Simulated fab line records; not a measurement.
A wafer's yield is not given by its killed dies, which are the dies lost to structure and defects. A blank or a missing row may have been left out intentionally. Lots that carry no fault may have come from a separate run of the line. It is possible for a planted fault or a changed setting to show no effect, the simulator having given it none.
Which tool did it?	flow nand_harc	18 wafers from 6 lots sampled at 5 of the route's 1159 steps

## WHAT THE GAUGES READ, wafer by wafer
NHARC_END_SORT_01.
lot	measured	on	killed_at_array
L592	day 19 22:21	prober-02	13
L595	day 21 00:20	prober-01	675 671 673
L597	day 21 09:37	prober-02	36 26 33

## WHICH TOOL RAN EACH LOT (tool, then ch and the chambers of the sampled wafers, then the start)
lot	NHARC_A_STAIRCASE_TRIM_200	NHARC_A_STAIRCASE_ETCH_201	NHARC_A_STAIRCASE_TRIM_222	NHARC_A_STAIRCASE_ETCH_223
L592	rie_diel-04 ch 0,2,3, day 11 23:08 or earlier	rie_diel-04 ch 0,3, day 11 23:08 or earlier	rie_diel-05 ch 0,1,3, day 11 23:08	rie_diel-05 ch 0,1,2, day 19 22:21 or earlier
L595	rie_diel-05 ch 0,1,3, day 12 15:05 or earlier	rie_diel-05 ch 0,1,2, day 12 15:05 or earlier	rie_diel-04 ch 1,3, day 12 15:05	rie_diel-04 ch 0,2,3, day 21 00:20 or earlier
L597	rie_diel-06 ch 1,2,3, day 13 11:46 or earlier	rie_diel-06 ch 0,1,3, day 13 11:46 or earlier	rie_diel-04 ch 0,1,3, day 13 11:46	rie_diel-04 ch 0,3, day 21 09:37 or earlier
L604	rie_diel-04 ch 0,1,2, day 15 05:56 or earlier	rie_diel-04 ch 0,1,3, day 15 05:56 or earlier	rie_diel-04 ch 0,2,3, day 15 05:56	rie_diel-04 ch 0,1,3, no start
L606	rie_diel-04 ch 0,1, day 15 13:50 or earlier	rie_diel-04 ch 0,2,3, day 15 13:50 or earlier	rie_diel-06 ch 0,2,3, day 15 13:50	rie_diel-06 ch 0,2,3, no start
L609	rie_diel-04 ch 0,1,2, day 16 22:31 or earlier	rie_diel-04 ch 0,3, day 16 22:31 or earlier	rie_diel-04 ch 1,2,3, day 16 22:31	rie_diel-04 ch 0,1,3, no start
- NHARC_A_STAIRCASE_TRIM_200: chemistry O2, time 211.2 s.
- NHARC_A_STAIRCASE_ETCH_201: etches the open film in C4F8/O2, target depth 100 nm, time 40.5 s.
- NHARC_A_STAIRCASE_TRIM_222: chemistry O2, time 211.2 s.
- NHARC_A_STAIRCASE_ETCH_223: etches the open film in C4F8/O2, target depth 100 nm, time 40.5 s.

## THE ANSWER, worked out from the rows above alone
Rule: the usual values come from the lots themselves. Put in order of their means at a reading, lots are off if they are a third of the lots or fewer, leave a main group of 4 or more, and stand apart from it by a gap of 3 or more times the standard deviation of the main group's means; of several such gaps the widest counts. The tables above print the reading to a certain number of digits; a main group whose means all agree to those digits is not used. Also off: a lot with no number at a reading for which 4 or more lots have one. Any other lot the step has rows for is counted as sound.
Nothing can be told from this: no lot is off at any reading shown.

## WHAT HAD BEEN PUT IN BY THE SIMULATOR
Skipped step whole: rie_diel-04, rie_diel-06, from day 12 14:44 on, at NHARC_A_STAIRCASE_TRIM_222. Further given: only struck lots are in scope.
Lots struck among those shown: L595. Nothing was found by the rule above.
